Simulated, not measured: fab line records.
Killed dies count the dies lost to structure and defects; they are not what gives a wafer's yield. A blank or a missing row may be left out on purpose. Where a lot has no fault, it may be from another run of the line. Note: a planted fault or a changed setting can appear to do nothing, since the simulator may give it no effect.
What tool caused it? || flow n5Finfet || 23 lots, 69 wafers sampled, at 4 steps of a route of 1938

== WHAT EACH GAUGE READ, for each wafer ==
N5_STI_FIN_REVEAL_CD_MEAS_22: target cd 6.238 nm, pitch 28 nm.
{"lot": "L074", "measured": "day 2 13:43", "on": "cdSem-02", "cdNm (nm)": "6.04 6.19 6.35"}
{"lot": "L075", "measured": "day 2 19:11", "on": "cdSem-02", "cdNm (nm)": "5.97 6.29 5.96"}
{"lot": "L076", "measured": "day 3 03:07", "on": "cdSem-03", "cdNm (nm)": "6.04 6.34 6.66"}
{"lot": "L078", "measured": "day 3 12:00", "on": "cdSem-02", "cdNm (nm)": "6.61 5.70 5.78"}
{"lot": "L079", "measured": "day 3 18:35", "on": "cdSem-02", "cdNm (nm)": "6.05 6.40 6.60"}
{"lot": "L080", "measured": "day 4 01:16", "on": "cdSem-02", "cdNm (nm)": "6.29 6.27 6.60"}
{"lot": "L081", "measured": "day 4 06:17", "on": "cdSem-02", "cdNm (nm)": "6.59 5.83 6.19"}
{"lot": "L082", "measured": "day 4 15:01", "on": "cdSem-02", "cdNm (nm)": "5.88 6.40 6.33"}
{"lot": "L083", "measured": "day 4 21:03", "on": "cdSem-01", "cdNm (nm)": "6.15 5.95 5.98"}
{"lot": "L084", "measured": "day 5 01:33", "on": "cdSem-01", "cdNm (nm)": "5.92 6.43 5.84"}
{"lot": "L085", "measured": "day 5 12:52", "on": "cdSem-02", "cdNm (nm)": "5.98 6.22 6.27"}
{"lot": "L086", "measured": "day 5 13:14", "on": "cdSem-02", "cdNm (nm)": "5.89 6.16 6.19"}
{"lot": "L087", "measured": "day 5 21:43", "on": "cdSem-03", "cdNm (nm)": "6.33 6.99 6.30"}
{"lot": "L088", "measured": "day 6 01:38", "on": "cdSem-02", "cdNm (nm)": "5.75 6.51 6.55"}
{"lot": "L089", "measured": "day 6 06:38", "on": "cdSem-02", "cdNm (nm)": "6.28 6.43 6.05"}
{"lot": "L090", "measured": "day 6 14:36", "on": "cdSem-03", "cdNm (nm)": "6.31 5.76 6.77"}
{"lot": "L091", "measured": "day 6 20:29", "on": "cdSem-01", "cdNm (nm)": "5.84 6.28 5.96"}
{"lot": "L092", "measured": "day 7 02:32", "on": "cdSem-02", "cdNm (nm)": "6.15 6.33 6.58"}
{"lot": "L093", "measured": "day 7 08:01", "on": "cdSem-01", "cdNm (nm)": "6.37 6.45 6.32"}
{"lot": "L094", "measured": "day 7 12:31", "on": "cdSem-02", "cdNm (nm)": "6.39 5.67 6.29"}
{"lot": "L095", "measured": "day 7 18:01", "on": "cdSem-02", "cdNm (nm)": "6.44 6.04 6.17"}
{"lot": "L096", "measured": "day 7 23:44", "on": "cdSem-01", "cdNm (nm)": "6.60 6.48 5.73"}
{"lot": "L097", "measured": "day 8 06:49", "on": "cdSem-02", "cdNm (nm)": "6.27 6.21 5.87"}

N5_DUMMY_GATE_THK_MEAS_05.
{"lot": "L074", "measured": "day 2 18:22", "on": "filmMetro-01", "thkNm (nm)": "73.3 73.7 74.1"}
{"lot": "L075", "measured": "day 2 23:56", "on": "filmMetro-02", "thkNm (nm)": "72.1 72.8 73.0"}
{"lot": "L076", "measured": "day 3 07:25", "on": "filmMetro-02", "thkNm (nm)": "71.3 72.5 73.0"}
{"lot": "L078", "measured": "day 3 16:17", "on": "filmMetro-02", "thkNm (nm)": "74.1 72.3 71.7"}
{"lot": "L079", "measured": "day 3 22:53", "on": "filmMetro-01", "thkNm (nm)": "71.9 73.4 72.1"}
{"lot": "L080", "measured": "day 4 05:34", "on": "filmMetro-02", "thkNm (nm)": "71.5 71.3 72.0"}
{"lot": "L081", "measured": "day 4 10:36", "on": "filmMetro-01", "thkNm (nm)": "70.9 71.7 70.5"}
{"lot": "L082", "measured": "day 4 19:30", "on": "filmMetro-01", "thkNm (nm)": "72.1 70.8 71.5"}
{"lot": "L083", "measured": "day 5 02:27", "on": "filmMetro-02", "thkNm (nm)": "71.8 73.5 71.4"}
{"lot": "L084", "measured": "day 5 05:57", "on": "filmMetro-01", "thkNm (nm)": "72.3 71.5 73.6"}
{"lot": "L085", "measured": "day 5 17:14", "on": "filmMetro-02", "thkNm (nm)": "72.5 71.2 70.8"}
{"lot": "L086", "measured": "day 5 17:33", "on": "filmMetro-02", "thkNm (nm)": "71.7 72.4 72.2"}
{"lot": "L087", "measured": "day 6 02:06", "on": "filmMetro-02", "thkNm (nm)": "70.3 71.3 70.7"}
{"lot": "L088", "measured": "day 6 05:57", "on": "filmMetro-01", "thkNm (nm)": "71.6 71.3 73.0"}
{"lot": "L089", "measured": "day 6 10:56", "on": "filmMetro-01", "thkNm (nm)": "72.3 73.4 73.5"}
{"lot": "L090", "measured": "day 6 18:55", "on": "filmMetro-02", "thkNm (nm)": "72.2 73.5 72.9"}
{"lot": "L091", "measured": "day 7 00:46", "on": "filmMetro-02", "thkNm (nm)": "72.9 70.6 71.4"}
{"lot": "L092", "measured": "day 7 07:06", "on": "filmMetro-02", "thkNm (nm)": "73.4 74.5 72.7"}
{"lot": "L093", "measured": "day 7 12:18", "on": "filmMetro-02", "thkNm (nm)": "73.1 73.0 71.9"}
{"lot": "L094", "measured": "day 7 16:54", "on": "filmMetro-01", "thkNm (nm)": "73.4 73.0 71.8"}
{"lot": "L095", "measured": "day 7 22:19", "on": "filmMetro-02", "thkNm (nm)": "74.6 73.6 73.1"}
{"lot": "L096", "measured": "day 8 05:52", "on": "filmMetro-01", "thkNm (nm)": "72.2 75.0 72.8"}
{"lot": "L097", "measured": "day 8 11:06", "on": "filmMetro-01", "thkNm (nm)": "72.4 75.2 74.1"}

== TOOL THAT RAN EACH LOT (tool first, then ch and the chambers of the sampled wafers, then the start) ==
{"lot": "L074", "N5_FIN_CUT_STRIP_22": "rieDiel-06 ch 0,2,3, day 2 04:28", "N5_STI_FIN_REVEAL_STRIP_24": "rieDiel-02 ch 1,2,3, day 2 10:49"}
{"lot": "L075", "N5_FIN_CUT_STRIP_22": "rieDiel-03 ch 0,1,3, day 2 10:05", "N5_STI_FIN_REVEAL_STRIP_24": "rieDiel-04 ch 1,2,3, day 2 16:17"}
{"lot": "L076", "N5_FIN_CUT_STRIP_22": "rieDiel-06 ch 0,1, day 2 15:49", "N5_STI_FIN_REVEAL_STRIP_24": "rieDiel-01 ch 0,1, day 3 00:11"}
{"lot": "L078", "N5_FIN_CUT_STRIP_22": "rieDiel-03 ch 0,1,2, day 3 03:09", "N5_STI_FIN_REVEAL_STRIP_24": "rieDiel-02 ch 2,3, day 3 09:04"}
{"lot": "L079", "N5_FIN_CUT_STRIP_22": "rieDiel-03 ch 0,2,3, day 3 09:49", "N5_STI_FIN_REVEAL_STRIP_24": "rieDiel-01 ch 1,2,3, day 3 15:41"}
{"lot": "L080", "N5_FIN_CUT_STRIP_22": "rieDiel-05 ch 1,3, day 3 15:26", "N5_STI_FIN_REVEAL_STRIP_24": "rieDiel-01 ch 0,1, day 3 22:22"}
{"lot": "L081", "N5_FIN_CUT_STRIP_22": "rieDiel-05 ch 0,2, day 3 21:10", "N5_STI_FIN_REVEAL_STRIP_24": "rieDiel-01 ch 0,1,2, day 4 03:21"}
{"lot": "L082", "N5_FIN_CUT_STRIP_22": "rieDiel-03 ch 0,1, day 4 06:07", "N5_STI_FIN_REVEAL_STRIP_24": "rieDiel-04 ch 0,2, day 4 11:59"}
{"lot": "L083", "N5_FIN_CUT_STRIP_22": "rieDiel-03 ch 0,1,2, day 4 11:24", "N5_STI_FIN_REVEAL_STRIP_24": "rieDiel-02 ch 2,3, day 4 17:52"}
{"lot": "L084", "N5_FIN_CUT_STRIP_22": "rieDiel-05 ch 0,1,2, day 4 16:29", "N5_STI_FIN_REVEAL_STRIP_24": "rieDiel-02 ch 0,1,3, day 4 22:37"}
{"lot": "L085", "N5_FIN_CUT_STRIP_22": "rieDiel-06 ch 1,2,3, day 5 02:07", "N5_STI_FIN_REVEAL_STRIP_24": "rieDiel-04 ch 1,3, day 5 09:59"}
{"lot": "L086", "N5_FIN_CUT_STRIP_22": "rieDiel-03 ch 0,1,2, day 5 03:53", "N5_STI_FIN_REVEAL_STRIP_24": "rieDiel-01 ch 0,2,3, day 5 10:14"}
{"lot": "L087", "N5_FIN_CUT_STRIP_22": "rieDiel-05 ch 0,3, day 5 12:34", "N5_STI_FIN_REVEAL_STRIP_24": "rieDiel-01 ch 1,2,3, day 5 18:50"}
{"lot": "L088", "N5_FIN_CUT_STRIP_22": "rieDiel-05 ch 0,2,3, day 5 16:52", "N5_STI_FIN_REVEAL_STRIP_24": "rieDiel-01 ch 0,1,3, day 5 22:44"}
{"lot": "L089", "N5_FIN_CUT_STRIP_22": "rieDiel-03 ch 1,3, day 5 21:44", "N5_STI_FIN_REVEAL_STRIP_24": "rieDiel-01 ch 2,3, day 6 03:44"}
{"lot": "L090", "N5_FIN_CUT_STRIP_22": "rieDiel-03 ch 0,1,3, day 6 05:38", "N5_STI_FIN_REVEAL_STRIP_24": "rieDiel-01 ch 0,2,3, day 6 11:46"}
{"lot": "L091", "N5_FIN_CUT_STRIP_22": "rieDiel-05 ch 0,2, day 6 11:36", "N5_STI_FIN_REVEAL_STRIP_24": "rieDiel-02 ch 0,1,3, day 6 17:36"}
{"lot": "L092", "N5_FIN_CUT_STRIP_22": "rieDiel-05 ch 0,2, day 6 17:39", "N5_STI_FIN_REVEAL_STRIP_24": "rieDiel-01 ch 0,1,3, day 6 23:39"}
{"lot": "L093", "N5_FIN_CUT_STRIP_22": "rieDiel-05 ch 0,1,3, day 6 23:07", "N5_STI_FIN_REVEAL_STRIP_24": "rieDiel-04 ch 1,2,3, day 7 05:08"}
{"lot": "L094", "N5_FIN_CUT_STRIP_22": "rieDiel-05 ch 0,1,3, day 7 03:42", "N5_STI_FIN_REVEAL_STRIP_24": "rieDiel-02 ch 0,1,2, day 7 09:37"}
{"lot": "L095", "N5_FIN_CUT_STRIP_22": "rieDiel-03 ch 0,3, day 7 09:14", "N5_STI_FIN_REVEAL_STRIP_24": "rieDiel-01 ch 0,1, day 7 15:07"}
{"lot": "L096", "N5_FIN_CUT_STRIP_22": "rieDiel-05 ch 0,1,3, day 7 14:49", "N5_STI_FIN_REVEAL_STRIP_24": "rieDiel-02 ch 0,1,2, day 7 20:51"}
{"lot": "L097", "N5_FIN_CUT_STRIP_22": "rieDiel-05 ch 0,2,3, day 7 21:12", "N5_STI_FIN_REVEAL_STRIP_24": "rieDiel-02 ch 0,3, day 8 03:55"}
- N5_FIN_CUT_STRIP_22: strips in N2/H2.
- N5_STI_FIN_REVEAL_STRIP_24: strips in N2/H2, time 90 s.

== WHAT THE TOOLS THEMSELVES READ (means of the sampled wafers that have a number; where no wafer has one, the mark that the record gives instead) ==
N5_FIN_CUT_STRIP_22.
{"lot": "L074", "tool": "rieDiel-06", "drypumpMotorCurrentA (A)": 5.7, "oesProductAu (a.u.)": 0.73, "rfVppV (V)": 58.0, "showerheadPlenumPTorr (Torr)": 3.39, "throttleValvePct (%)": 19.15}
{"lot": "L075", "tool": "rieDiel-03", "drypumpMotorCurrentA (A)": 5.6, "oesProductAu (a.u.)": 0.76, "rfVppV (V)": 54.3, "showerheadPlenumPTorr (Torr)": 3.33, "throttleValvePct (%)": 19.27}
{"lot": "L076", "tool": "rieDiel-06", "drypumpMotorCurrentA (A)": 6.0, "oesProductAu (a.u.)": 0.77, "rfVppV (V)": 54.9, "showerheadPlenumPTorr (Torr)": 3.47, "throttleValvePct (%)": 19.05}
{"lot": "L078", "tool": "rieDiel-03", "drypumpMotorCurrentA (A)": 5.7, "oesProductAu (a.u.)": 0.73, "rfVppV (V)": 53.9, "showerheadPlenumPTorr (Torr)": 3.26, "throttleValvePct (%)": 19.13}
{"lot": "L079", "tool": "rieDiel-03", "drypumpMotorCurrentA (A)": 5.4, "oesProductAu (a.u.)": 0.74, "rfVppV (V)": 53.9, "showerheadPlenumPTorr (Torr)": 3.31, "throttleValvePct (%)": 19.20}
{"lot": "L080", "tool": "rieDiel-05", "drypumpMotorCurrentA (A)": 5.9, "oesProductAu (a.u.)": 0.74, "rfVppV (V)": 55.2, "showerheadPlenumPTorr (Torr)": 3.30, "throttleValvePct (%)": 19.01}
{"lot": "L081", "tool": "rieDiel-05", "drypumpMotorCurrentA (A)": 5.7, "oesProductAu (a.u.)": 0.87, "rfVppV (V)": 53.7, "showerheadPlenumPTorr (Torr)": 3.36, "throttleValvePct (%)": 18.69}
{"lot": "L082", "tool": "rieDiel-03", "drypumpMotorCurrentA (A)": 5.9, "oesProductAu (a.u.)": 0.73, "rfVppV (V)": 53.5, "showerheadPlenumPTorr (Torr)": 3.27, "throttleValvePct (%)": 19.23}
{"lot": "L083", "tool": "rieDiel-03", "drypumpMotorCurrentA (A)": 5.7, "oesProductAu (a.u.)": 0.72, "rfVppV (V)": 53.2, "showerheadPlenumPTorr (Torr)": 3.26, "throttleValvePct (%)": 19.14}
{"lot": "L084", "tool": "rieDiel-05", "drypumpMotorCurrentA (A)": 5.7, "oesProductAu (a.u.)": 0.80, "rfVppV (V)": 56.1, "showerheadPlenumPTorr (Torr)": 3.34, "throttleValvePct (%)": 18.72}
{"lot": "L085", "tool": "rieDiel-06", "drypumpMotorCurrentA (A)": 5.7, "oesProductAu (a.u.)": 0.81, "rfVppV (V)": 55.4, "showerheadPlenumPTorr (Torr)": 3.44, "throttleValvePct (%)": 19.02}
{"lot": "L086", "tool": "rieDiel-03", "drypumpMotorCurrentA (A)": 5.7, "oesProductAu (a.u.)": 0.70, "rfVppV (V)": 55.6, "showerheadPlenumPTorr (Torr)": 3.26, "throttleValvePct (%)": 19.17}
{"lot": "L087", "tool": "rieDiel-05", "drypumpMotorCurrentA (A)": 6.0, "oesProductAu (a.u.)": 0.71, "rfVppV (V)": 54.9, "showerheadPlenumPTorr (Torr)": 3.19, "throttleValvePct (%)": 19.26}
{"lot": "L088", "tool": "rieDiel-05", "drypumpMotorCurrentA (A)": 5.9, "oesProductAu (a.u.)": 0.77, "rfVppV (V)": 54.7, "showerheadPlenumPTorr (Torr)": 3.27, "throttleValvePct (%)": 18.98}
{"lot": "L089", "tool": "rieDiel-03", "drypumpMotorCurrentA (A)": 5.6, "oesProductAu (a.u.)": 0.75, "rfVppV (V)": 58.0, "showerheadPlenumPTorr (Torr)": 3.31, "throttleValvePct (%)": 19.34}
{"lot": "L090", "tool": "rieDiel-03", "drypumpMotorCurrentA (A)": 5.6, "oesProductAu (a.u.)": 0.74, "rfVppV (V)": 55.2, "showerheadPlenumPTorr (Torr)": 3.31, "throttleValvePct (%)": 19.35}
{"lot": "L091", "tool": "rieDiel-05", "drypumpMotorCurrentA (A)": 5.8, "oesProductAu (a.u.)": 0.80, "rfVppV (V)": 54.3, "showerheadPlenumPTorr (Torr)": 3.29, "throttleValvePct (%)": 18.68}
{"lot": "L092", "tool": "rieDiel-05", "drypumpMotorCurrentA (A)": 5.7, "oesProductAu (a.u.)": 0.83, "rfVppV (V)": 54.3, "showerheadPlenumPTorr (Torr)": 3.35, "throttleValvePct (%)": 18.72}
{"lot": "L093", "tool": "rieDiel-05", "drypumpMotorCurrentA (A)": 5.9, "oesProductAu (a.u.)": 0.84, "rfVppV (V)": 53.2, "showerheadPlenumPTorr (Torr)": 3.38, "throttleValvePct (%)": 18.88}
{"lot": "L094", "tool": "rieDiel-05", "drypumpMotorCurrentA (A)": 5.9, "oesProductAu (a.u.)": 0.81, "rfVppV (V)": 55.1, "showerheadPlenumPTorr (Torr)": 3.38, "throttleValvePct (%)": 18.92}
{"lot": "L095", "tool": "rieDiel-03", "drypumpMotorCurrentA (A)": 5.3, "oesProductAu (a.u.)": 0.74, "rfVppV (V)": 55.7, "showerheadPlenumPTorr (Torr)": 3.35, "throttleValvePct (%)": 19.39}
{"lot": "L096", "tool": "rieDiel-05", "drypumpMotorCurrentA (A)": 5.9, "oesProductAu (a.u.)": 0.82, "rfVppV (V)": 53.0, "showerheadPlenumPTorr (Torr)": 3.38, "throttleValvePct (%)": 18.88}
{"lot": "L097", "tool": "rieDiel-05", "drypumpMotorCurrentA (A)": 5.9, "oesProductAu (a.u.)": 0.84, "rfVppV (V)": 53.0, "showerheadPlenumPTorr (Torr)": 3.40, "throttleValvePct (%)": 18.84}

N5_STI_FIN_REVEAL_STRIP_24.
{"lot": "L074", "tool": "rieDiel-02", "drypumpMotorCurrentA (A)": 6.0, "oesProductAu (a.u.)": 0.77, "rfVppV (V)": 45.1, "showerheadPlenumPTorr (Torr)": 3.46, "throttleValvePct (%)": 12.22}
{"lot": "L075", "tool": "rieDiel-04", "drypumpMotorCurrentA (A)": 5.7, "oesProductAu (a.u.)": 0.79, "rfVppV (V)": 45.4, "showerheadPlenumPTorr (Torr)": 3.39, "throttleValvePct (%)": 12.36}
{"lot": "L076", "tool": "rieDiel-01", "drypumpMotorCurrentA (A)": 5.9, "oesProductAu (a.u.)": 0.74, "rfVppV (V)": 45.3, "showerheadPlenumPTorr (Torr)": 3.32, "throttleValvePct (%)": 12.47}
{"lot": "L078", "tool": "rieDiel-02", "drypumpMotorCurrentA (A)": 5.9, "oesProductAu (a.u.)": 0.81, "rfVppV (V)": 46.6, "showerheadPlenumPTorr (Torr)": 3.44, "throttleValvePct (%)": 11.99}
{"lot": "L079", "tool": "rieDiel-01", "drypumpMotorCurrentA (A)": 6.0, "oesProductAu (a.u.)": 0.75, "rfVppV (V)": 46.8, "showerheadPlenumPTorr (Torr)": 3.46, "throttleValvePct (%)": 12.38}
{"lot": "L080", "tool": "rieDiel-01", "drypumpMotorCurrentA (A)": 5.8, "oesProductAu (a.u.)": 0.71, "rfVppV (V)": 45.5, "showerheadPlenumPTorr (Torr)": 3.39, "throttleValvePct (%)": 12.49}
{"lot": "L081", "tool": "rieDiel-01", "drypumpMotorCurrentA (A)": 6.1, "oesProductAu (a.u.)": 0.72, "rfVppV (V)": 45.8, "showerheadPlenumPTorr (Torr)": 3.39, "throttleValvePct (%)": 12.42}
{"lot": "L082", "tool": "rieDiel-04", "drypumpMotorCurrentA (A)": 5.7, "oesProductAu (a.u.)": 0.67, "rfVppV (V)": 45.4, "showerheadPlenumPTorr (Torr)": 3.47, "throttleValvePct (%)": 12.33}
{"lot": "L083", "tool": "rieDiel-02", "drypumpMotorCurrentA (A)": 5.9, "oesProductAu (a.u.)": 0.80, "rfVppV (V)": 45.3, "showerheadPlenumPTorr (Torr)": 3.44, "throttleValvePct (%)": 12.00}
{"lot": "L084", "tool": "rieDiel-02", "drypumpMotorCurrentA (A)": 5.9, "oesProductAu (a.u.)": 0.82, "rfVppV (V)": 44.8, "showerheadPlenumPTorr (Torr)": 3.44, "throttleValvePct (%)": 12.21}
{"lot": "L085", "tool": "rieDiel-04", "drypumpMotorCurrentA (A)": 6.1, "oesProductAu (a.u.)": 0.81, "rfVppV (V)": 44.5, "showerheadPlenumPTorr (Torr)": 3.32, "throttleValvePct (%)": 12.27}
{"lot": "L086", "tool": "rieDiel-01", "drypumpMotorCurrentA (A)": 6.0, "oesProductAu (a.u.)": 0.76, "rfVppV (V)": 45.1, "showerheadPlenumPTorr (Torr)": 3.37, "throttleValvePct (%)": 12.43}
{"lot": "L087", "tool": "rieDiel-01", "drypumpMotorCurrentA (A)": 6.0, "oesProductAu (a.u.)": 0.74, "rfVppV (V)": 45.7, "showerheadPlenumPTorr (Torr)": 3.45, "throttleValvePct (%)": 12.44}
{"lot": "L088", "tool": "rieDiel-01", "drypumpMotorCurrentA (A)": 5.8, "oesProductAu (a.u.)": 0.75, "rfVppV (V)": 44.9, "showerheadPlenumPTorr (Torr)": 3.37, "throttleValvePct (%)": 12.53}
{"lot": "L089", "tool": "rieDiel-01", "drypumpMotorCurrentA (A)": 6.2, "oesProductAu (a.u.)": 0.74, "rfVppV (V)": 45.7, "showerheadPlenumPTorr (Torr)": 3.44, "throttleValvePct (%)": 12.37}
{"lot": "L090", "tool": "rieDiel-01", "drypumpMotorCurrentA (A)": 6.0, "oesProductAu (a.u.)": 0.75, "rfVppV (V)": 45.5, "showerheadPlenumPTorr (Torr)": 3.36, "throttleValvePct (%)": 12.45}
{"lot": "L091", "tool": "rieDiel-02", "drypumpMotorCurrentA (A)": 6.0, "oesProductAu (a.u.)": 0.80, "rfVppV (V)": 44.8, "showerheadPlenumPTorr (Torr)": 3.43, "throttleValvePct (%)": 12.26}
{"lot": "L092", "tool": "rieDiel-01", "drypumpMotorCurrentA (A)": 5.8, "oesProductAu (a.u.)": 0.85, "rfVppV (V)": 45.4, "showerheadPlenumPTorr (Torr)": 3.36, "throttleValvePct (%)": 12.35}
{"lot": "L093", "tool": "rieDiel-04", "drypumpMotorCurrentA (A)": 5.7, "oesProductAu (a.u.)": 0.75, "rfVppV (V)": 46.4, "showerheadPlenumPTorr (Torr)": 3.37, "throttleValvePct (%)": 12.46}
{"lot": "L094", "tool": "rieDiel-02", "drypumpMotorCurrentA (A)": 6.1, "oesProductAu (a.u.)": 0.83, "rfVppV (V)": 45.4, "showerheadPlenumPTorr (Torr)": 3.41, "throttleValvePct (%)": 12.17}
{"lot": "L095", "tool": "rieDiel-01", "drypumpMotorCurrentA (A)": 5.9, "oesProductAu (a.u.)": 0.90, "rfVppV (V)": 45.3, "showerheadPlenumPTorr (Torr)": 3.38, "throttleValvePct (%)": 12.16}
{"lot": "L096", "tool": "rieDiel-02", "drypumpMotorCurrentA (A)": 6.1, "oesProductAu (a.u.)": 0.82, "rfVppV (V)": 44.9, "showerheadPlenumPTorr (Torr)": 3.41, "throttleValvePct (%)": 12.20}
{"lot": "L097", "tool": "rieDiel-02", "drypumpMotorCurrentA (A)": 5.8, "oesProductAu (a.u.)": 0.74, "rfVppV (V)": 45.0, "showerheadPlenumPTorr (Torr)": 3.41, "throttleValvePct (%)": 12.41}

== THE ANSWER, worked out from the rows above alone ==
Rule: the usual values come from the lots themselves. Put in order of their means at a reading, lots are off if they are a third of the lots or fewer, leave a main group of 4 or more, and stand apart from it by a gap of 3 or more times the standard deviation of the main group's means; of several such gaps the widest counts. A main group is skipped when, at the precision printed for the reading in the tables above, its means are all equal. Also off: a lot with no number at a reading for which 4 or more lots have one. The other lots that the step has rows for count as sound. Order of review: gauges by route order, followed by the tools' own readings, for which a lot's mean as printed above is used. At the first step where some lot is off, the reading lying furthest off is the one used; lots without a number count as furthest.
No lot is off on any of the readings shown, so nothing can be concluded from this.

== WHAT WAS PUT IN BY THE SIMULATOR ==
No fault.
